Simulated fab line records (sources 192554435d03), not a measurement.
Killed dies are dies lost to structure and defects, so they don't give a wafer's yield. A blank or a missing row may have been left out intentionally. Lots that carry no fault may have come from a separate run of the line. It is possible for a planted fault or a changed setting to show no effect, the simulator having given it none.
Split-lot study | flow n5 finfet | 7 lots, 39 wafers read, on a route of 1938 steps

ON THE SPLIT
At N5_BEOL_M0_SAQP_ETCH_106 (etches SOC in N2/H2, stops on SiNx, target depth 150 nm), the setting target depth a was moved away from the recipe's 1500 angstrom on 18 of the 39 wafers read, by -28.1% to +51.3%. For the rest of the wafers, this setting stayed at what the recipe calls for.

The reading is taken at the split's own step.

THE READING
SOC_of_BEOL_M0_SAQP_COAT_105.thk nm (the simulator's own value, which no gauge read), in nm, at N5_BEOL_M0_SAQP_ETCH_106 (etches SOC in N2/H2, stops on SiNx, target depth 150 nm). No usual value for it is given in the file. Here, 21 wafers ran the recipe; their average is 24.6 nm with a standard deviation of 2.1 nm.

wafer  | tool, chamber at the split | target depth a as run, angstrom | against the recipe | SOC_of_BEOL_M0_SAQP_COAT_105.thk nm, nm | against lot-mates on the recipe
L075.1 | rie diel-05, 3             | 1079                            | -28.1%             | 47                                      | +21.5
L075.2 | rie diel-05, 0             | 1500                            | recipe             | 24.2                                    | -
L075.3 | rie diel-05, 2             | 1079                            | -28.1%             | 42.8                                    | +17.3
L075.4 | rie diel-05, 1             | 1079                            | -28.1%             | 45.2                                    | +19.7
L075.5 | rie diel-05, 3             | 1500                            | recipe             | 27.6                                    | -
L075.6 | rie diel-05, 0             | 1500                            | recipe             | 24.8                                    | -
L078.1 | rie diel-03, 2             | 1500                            | recipe             | 27                                      | -
L078.3 | rie diel-03, 1             | 1500                            | recipe             | 25.8                                    | -
L078.5 | rie diel-03, 3             | 1500                            | recipe             | 26                                      | -
L081.1 | rie diel-06, 3,1,0         | 2270                            | +51.3%             | 0                                       | -23.7
L081.2 | rie diel-06, 3,1,0         | 2270                            | +51.3%             | 0                                       | -23.7
L081.3 | rie diel-06, 3,1,0         | 2270                            | +51.3%             | 0                                       | -23.7
L081.4 | rie diel-06, 2             | 1500                            | recipe             | 22.2                                    | -
L081.5 | rie diel-06, 2             | 1500                            | recipe             | 22                                      | -
L081.6 | rie diel-06, 3             | 1500                            | recipe             | 27                                      | -
L084.1 | rie diel-05, 1             | 1500                            | recipe             | 23.6                                    | -
L084.2 | rie diel-05, 2             | 1826                            | +21.7%             | 4.2                                     | -19.5
L084.3 | rie diel-05, 0             | 1500                            | recipe             | 24                                      | -
L084.4 | rie diel-05, 1             | 1826                            | +21.7%             | 7.4                                     | -16.3
L084.5 | rie diel-05, 2             | 1826                            | +21.7%             | 3                                       | -20.7
L084.6 | rie diel-05, 0             | 1500                            | recipe             | 23.4                                    | -
L090.1 | rie diel-06, 3             | 1078                            | -28.1%             | 48.2                                    | +25.1
L090.2 | rie diel-06, 1             | 1500                            | recipe             | 24.6                                    | -
L090.3 | rie diel-06, 2             | 1500                            | recipe             | 22.2                                    | -
L090.4 | rie diel-06, 1             | 1078                            | -28.1%             | 46                                      | +22.9
L090.5 | rie diel-06, 3             | 1078                            | -28.1%             | 47.8                                    | +24.7
L090.6 | rie diel-06, 2             | 1500                            | recipe             | 22.6                                    | -
L095.1 | rie diel-06, 0             | 1885                            | +25.7%             | 5.4                                     | -21.1
L095.2 | rie diel-06, 3             | 1500                            | recipe             | 27.2                                    | -
L095.3 | rie diel-06, 1             | 1885                            | +25.7%             | 6                                       | -20.5
L095.4 | rie diel-06, 2             | 1885                            | +25.7%             | 0                                       | -26.5
L095.5 | rie diel-06, 0             | 1500                            | recipe             | 24.8                                    | -
L095.6 | rie diel-06, 3             | 1500                            | recipe             | 27.4                                    | -
L091.1 | rie diel-06, 1             | 1269                            | -15.4%             | 36                                      | +12.6
L091.2 | rie diel-06, 3             | 1500                            | recipe             | 26.8                                    | -
L091.3 | rie diel-06, 0             | 1269                            | -15.4%             | 36.6                                    | +13.2
L091.4 | rie diel-06, 2             | 1500                            | recipe             | 19.6                                    | -
L091.5 | rie diel-06, 0             | 1500                            | recipe             | 23.8                                    | -
L091.6 | rie diel-06, 3             | 1269                            | -15.4%             | 37.4                                    | +14.0
The file does not say which wafer passed through which chamber wherever a row lists several chambers: such a row stands for several wafers.

THE FIT
A straight line over all 39 wafers: SOC_of_BEOL_M0_SAQP_COAT_105.thk nm changes by -0.652 nm for each +1% of target depth a; r = -0.96; the points scatter about the line by 4 nm.
The same after taking each lot's own level away (the mean of its wafers on the recipe; 39 wafers): -0.656 nm for each +1%; r = -0.96; scatter 4.3 nm.
That fit puts the effect of the largest move of target depth a on the reading at 34 nm.
Across the lots, their own levels run from 23.13 to 26.47 nm, a range of 1.6 times the standard deviation given above.
Consequently the slope shifts little with the lot-to-lot level, the two slopes agreeing.
Check: -34.8 nm against its lot-mates is what the line predicts for one of the wafers moved furthest among these (+51.3%) when that wafer is left out of the fit. Against them it came out at -23.7 nm.

ADDITIONAL SPLITS CARRIED BY THESE WAFERS
Other splits were also applied to these wafers ahead of the reading. Each is held against what the fit with the lots' levels taken away leaves over:
other split on the same wafers       | wafers away from the commonest value | r with SOC_of_BEOL_M0_SAQP_COAT_105.thk nm (lot level and that fit taken away)
N5_ZERO_LAYER_ETCH_18 target depth a | 15                                   | +0.10
N5_SD_EPI_P_ETCH_16 target depth a   | 15                                   | -0.27
N5_MOL_CONTACT_COAG_ALD_27 time s    | 12                                   | +0.27

THE FILE'S OWN FIT
SOC_of_BEOL_M0_SAQP_COAT_105.thk nm changes by -0.652 nm for each +1% of target depth a, r = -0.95.
